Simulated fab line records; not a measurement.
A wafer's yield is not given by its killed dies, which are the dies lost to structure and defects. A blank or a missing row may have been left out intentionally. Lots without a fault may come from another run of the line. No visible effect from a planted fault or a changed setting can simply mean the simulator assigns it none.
Matching of chambers / flow nand_harc / 4 sister chambers for NHARC_A_CONTACT_ETCH_106 on rie_diel-08
The step etches the open film in CF4/O2, target depth 90 nm, overetch 9 nm, time 49.5 s. 36 wafers are shown with their chamber, then 12 later ones without.

## WAFERS WITH THEIR CHAMBER
wafer=L074.4; chamber=1; showerhead_plenum_p_Torr (Torr)=1.28; rf_vpp_V (V)=195.3; oes_product_au (a.u.)=0.999
wafer=L074.5; chamber=2; showerhead_plenum_p_Torr (Torr)=1.40; rf_vpp_V (V)=199.9; oes_product_au (a.u.)=0.996
wafer=L074.6; chamber=1; showerhead_plenum_p_Torr (Torr)=1.28; rf_vpp_V (V)=197.0; oes_product_au (a.u.)=1.001
wafer=L075.2; chamber=1; showerhead_plenum_p_Torr (Torr)=1.28; rf_vpp_V (V)=196.2; oes_product_au (a.u.)=1.000
wafer=L075.3; chamber=2; showerhead_plenum_p_Torr (Torr)=1.40; rf_vpp_V (V)=199.6; oes_product_au (a.u.)=1.007
wafer=L075.5; chamber=3; showerhead_plenum_p_Torr (Torr)=1.40; rf_vpp_V (V)=199.3; oes_product_au (a.u.)=0.995
wafer=L076.2; chamber=0; showerhead_plenum_p_Torr (Torr)=1.38; rf_vpp_V (V)=198.9; oes_product_au (a.u.)=0.998
wafer=L076.4; chamber=2; showerhead_plenum_p_Torr (Torr)=1.40; rf_vpp_V (V)=198.8; oes_product_au (a.u.)=0.998
wafer=L076.5; chamber=3; showerhead_plenum_p_Torr (Torr)=1.39; rf_vpp_V (V)=198.5; oes_product_au (a.u.)=0.992
wafer=L079.1; chamber=2; showerhead_plenum_p_Torr (Torr)=1.40; rf_vpp_V (V)=198.0; oes_product_au (a.u.)=0.998
wafer=L079.2; chamber=3; showerhead_plenum_p_Torr (Torr)=1.39; rf_vpp_V (V)=199.6; oes_product_au (a.u.)=1.003
wafer=L079.4; chamber=1; showerhead_plenum_p_Torr (Torr)=1.28; rf_vpp_V (V)=196.6; oes_product_au (a.u.)=1.011
wafer=L077.1; chamber=2; showerhead_plenum_p_Torr (Torr)=1.40; rf_vpp_V (V)=200.1; oes_product_au (a.u.)=0.995
wafer=L077.2; chamber=3; showerhead_plenum_p_Torr (Torr)=1.39; rf_vpp_V (V)=200.5; oes_product_au (a.u.)=1.004
wafer=L077.3; chamber=0; showerhead_plenum_p_Torr (Torr)=1.37; rf_vpp_V (V)=198.3; oes_product_au (a.u.)=0.983
wafer=L081.1; chamber=1; showerhead_plenum_p_Torr (Torr)=1.28; rf_vpp_V (V)=196.4; oes_product_au (a.u.)=1.012
wafer=L081.3; chamber=0; showerhead_plenum_p_Torr (Torr)=1.37; rf_vpp_V (V)=198.3; oes_product_au (a.u.)=1.000
wafer=L081.4; chamber=3; showerhead_plenum_p_Torr (Torr)=1.39; rf_vpp_V (V)=197.8; oes_product_au (a.u.)=0.987
wafer=L082.1; chamber=1; showerhead_plenum_p_Torr (Torr)=1.28; rf_vpp_V (V)=195.9; oes_product_au (a.u.)=0.992
wafer=L082.3; chamber=3; showerhead_plenum_p_Torr (Torr)=1.39; rf_vpp_V (V)=199.7; oes_product_au (a.u.)=1.003
wafer=L082.6; chamber=2; showerhead_plenum_p_Torr (Torr)=1.40; rf_vpp_V (V)=199.1; oes_product_au (a.u.)=0.996
wafer=L083.1; chamber=1; showerhead_plenum_p_Torr (Torr)=1.28; rf_vpp_V (V)=197.7; oes_product_au (a.u.)=1.000
wafer=L083.4; chamber=3; showerhead_plenum_p_Torr (Torr)=1.39; rf_vpp_V (V)=199.2; oes_product_au (a.u.)=0.995
wafer=L083.6; chamber=2; showerhead_plenum_p_Torr (Torr)=1.40; rf_vpp_V (V)=199.9; oes_product_au (a.u.)=0.995
wafer=L085.1; chamber=0; showerhead_plenum_p_Torr (Torr)=1.37; rf_vpp_V (V)=198.7; oes_product_au (a.u.)=0.999
wafer=L085.2; chamber=1; showerhead_plenum_p_Torr (Torr)=1.28; rf_vpp_V (V)=196.4; oes_product_au (a.u.)=1.006
wafer=L085.3; chamber=3; showerhead_plenum_p_Torr (Torr)=1.39; rf_vpp_V (V)=199.2; oes_product_au (a.u.)=0.983
wafer=L087.2; chamber=2; showerhead_plenum_p_Torr (Torr)=1.39; rf_vpp_V (V)=199.6; oes_product_au (a.u.)=0.998
wafer=L087.5; chamber=3; showerhead_plenum_p_Torr (Torr)=1.39; rf_vpp_V (V)=200.5; oes_product_au (a.u.)=0.997
wafer=L087.6; chamber=2; showerhead_plenum_p_Torr (Torr)=1.39; rf_vpp_V (V)=199.1; oes_product_au (a.u.)=0.988
wafer=L089.2; chamber=0; showerhead_plenum_p_Torr (Torr)=1.37; rf_vpp_V (V)=197.7; oes_product_au (a.u.)=0.990
wafer=L089.4; chamber=2; showerhead_plenum_p_Torr (Torr)=1.39; rf_vpp_V (V)=200.2; oes_product_au (a.u.)=1.004
wafer=L089.5; chamber=0; showerhead_plenum_p_Torr (Torr)=1.37; rf_vpp_V (V)=199.4; oes_product_au (a.u.)=1.004
wafer=L088.2; chamber=3; showerhead_plenum_p_Torr (Torr)=1.39; rf_vpp_V (V)=197.6; oes_product_au (a.u.)=1.006
wafer=L088.4; chamber=3; showerhead_plenum_p_Torr (Torr)=1.39; rf_vpp_V (V)=197.4; oes_product_au (a.u.)=0.992
wafer=L088.5; chamber=0; showerhead_plenum_p_Torr (Torr)=1.37; rf_vpp_V (V)=198.5; oes_product_au (a.u.)=0.996

SIGNATURES (means of the wafers above)
reading=showerhead_plenum_p_Torr; chamber 0=1.3714; chamber 1=1.2800; chamber 2=1.3970; chamber 3=1.3909; scatter within a chamber=0.00348
reading=rf_vpp_V; chamber 0=198.543; chamber 1=196.438; chamber 2=199.430; chamber 3=199.027; scatter within a chamber=0.814
reading=oes_product_au; chamber 0=0.99571; chamber 1=1.00262; chamber 2=0.99750; chamber 3=0.99609; scatter within a chamber=0.00661
Rule: a wafer's distance from a chamber is the root of the sum, over the readings, of the square of ((its reading less the chamber's mean) divided by the reading's scatter). If the next closest chamber is less than 2 further off than the closest, the wafer can't be placed; otherwise it belongs to the closest. The scatter: the root of (the sum of the squares of (reading less its chamber's mean) over the shown wafers, divided by (wafers less chambers)).

## WAFERS WITHOUT THEIR CHAMBER
wafer=L093.2; showerhead_plenum_p_Torr (Torr)=1.37; rf_vpp_V (V)=198.2; oes_product_au (a.u.)=0.992
wafer=L093.5; showerhead_plenum_p_Torr (Torr)=1.28; rf_vpp_V (V)=196.6; oes_product_au (a.u.)=0.992
wafer=L093.6; showerhead_plenum_p_Torr (Torr)=1.37; rf_vpp_V (V)=199.3; oes_product_au (a.u.)=0.985
wafer=L092.2; showerhead_plenum_p_Torr (Torr)=1.37; rf_vpp_V (V)=198.7; oes_product_au (a.u.)=1.005
wafer=L092.4; showerhead_plenum_p_Torr (Torr)=1.39; rf_vpp_V (V)=198.8; oes_product_au (a.u.)=1.008
wafer=L092.6; showerhead_plenum_p_Torr (Torr)=1.39; rf_vpp_V (V)=197.4; oes_product_au (a.u.)=0.985
wafer=L095.2; showerhead_plenum_p_Torr (Torr)=1.39; rf_vpp_V (V)=199.4; oes_product_au (a.u.)=1.001
wafer=L095.4; showerhead_plenum_p_Torr (Torr)=1.37; rf_vpp_V (V)=198.9; oes_product_au (a.u.)=1.003
wafer=L095.6; showerhead_plenum_p_Torr (Torr)=1.28; rf_vpp_V (V)=196.2; oes_product_au (a.u.)=1.001
wafer=L096.1; showerhead_plenum_p_Torr (Torr)=1.39; rf_vpp_V (V)=200.1; oes_product_au (a.u.)=0.999
wafer=L096.2; showerhead_plenum_p_Torr (Torr)=1.27; rf_vpp_V (V)=195.4; oes_product_au (a.u.)=0.993
wafer=L096.3; showerhead_plenum_p_Torr (Torr)=1.39; rf_vpp_V (V)=198.6; oes_product_au (a.u.)=0.994

## EACH ONE'S CHAMBER
wafer=L093.2; from the rows above=0; in truth=0
wafer=L093.5; from the rows above=1; in truth=1
wafer=L093.6; from the rows above=0; in truth=0
wafer=L092.2; from the rows above=0; in truth=0
wafer=L092.4; from the rows above=can't be placed: 3 or 2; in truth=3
wafer=L092.6; from the rows above=can't be placed: 3 or 2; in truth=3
wafer=L095.2; from the rows above=can't be placed: 3 or 2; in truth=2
wafer=L095.4; from the rows above=0; in truth=0
wafer=L095.6; from the rows above=1; in truth=1
wafer=L096.1; from the rows above=can't be placed: 3 or 2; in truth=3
wafer=L096.2; from the rows above=1; in truth=1
wafer=L096.3; from the rows above=can't be placed: 3 or 2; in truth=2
Correctly placed: 7 of 12. From these rows, 5 cannot be placed; in 5 the true chamber is one of the candidates. Wrongly placed: 0.
